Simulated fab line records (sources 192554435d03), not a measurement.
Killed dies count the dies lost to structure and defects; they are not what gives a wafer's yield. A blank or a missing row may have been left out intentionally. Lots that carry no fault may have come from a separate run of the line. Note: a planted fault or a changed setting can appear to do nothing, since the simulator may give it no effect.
Chamber matching | flow n5-finfet | N5_HKMG_FIN_ALD_21 on ald-metal-04: 4 sister chambers
The step deposits TiN, target thk 1.5 nm, pulse time 1 s, purge time 3 s. 16 wafers are shown with their chamber, then 8 later ones without.

## EACH WAFER AND ITS CHAMBER
wafer  | chamber | heater-power-w (W) | heater-power-outer-w (W) | precursor-pulse-height-rel
L788.1 | 2       | 989                | 571                      | 1.003
L788.2 | 0       | 901                | 611                      | 1.008
L788.6 | 3       | 843                | 529                      | 0.975
L790.3 | 3       | 866                | 549                      | 1.026
L790.4 | 1       | 790                | 523                      | 1.019
L790.5 | 1       | 805                | 528                      | 0.999
L794.1 | 0       | 907                | 590                      | 1.028
L794.2 | 2       | 978                | 552                      | 1.000
L794.6 | 3       | 854                | 528                      | 0.991
L796.3 | 0       | 895                | 598                      | 1.030
L796.5 | 3       | 853                | 542                      | 0.973
L796.6 | 2       | 1003               | 565                      | 0.990
L798.1 | 0       | 905                | 594                      | 0.978
L798.3 | 1       | 782                | 514                      | 0.975
L798.4 | 2       | 992                | 578                      | 1.021
L802.1 | 0       | 894                | 594                      | 0.945

SIGNATURES (averages over the wafers above)
reading                    | chamber 0 | chamber 1 | chamber 2 | chamber 3 | scatter within a chamber
heater-power-w             | 900.40    | 792.33    | 990.50    | 854.00    | 9.09
heater-power-outer-w       | 597.40    | 521.67    | 566.50    | 537.00    | 9.32
precursor-pulse-height-rel | 0.99780   | 0.99767   | 1.00350   | 0.99125   | 0.0266
Rule: a wafer's distance from a chamber is the root of the sum, over the readings, of the square of ((its reading less the chamber's mean) divided by the reading's scatter). If the next closest chamber is less than 2 further off than the closest, the wafer can't be placed; otherwise it belongs to the closest. The scatter: take each reading less its chamber's mean, square it, sum over the shown wafers, divide by the number of wafers less the number of chambers, and take the root.

## WAFERS WITH NO CHAMBER GIVEN
wafer  | heater-power-w (W) | heater-power-outer-w (W) | precursor-pulse-height-rel
L802.4 | 998                | 584                      | 1.008
L802.5 | 985                | 566                      | 0.981
L804.2 | 992                | 566                      | 1.000
L804.3 | 823                | 526                      | 1.010
L804.5 | 895                | 617                      | 1.006
L805.1 | 921                | 586                      | 1.015
L805.3 | 805                | 506                      | 0.974
L805.5 | 914                | 582                      | 0.975

## WHICH CHAMBER EACH ONE RAN IN
wafer  | from the rows above     | in truth
L802.4 | 2                       | 2
L802.5 | 2                       | 2
L804.2 | 2                       | 2
L804.3 | can't be placed: 1 or 3 | 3
L804.5 | 0                       | 0
L805.1 | 0                       | 0
L805.3 | 1                       | 1
L805.5 | 0                       | 0
Placed correctly: 7 of 8. Unplaceable from these rows: 1, with the true chamber sitting among the candidates in 1. Wrongly placed: 0.
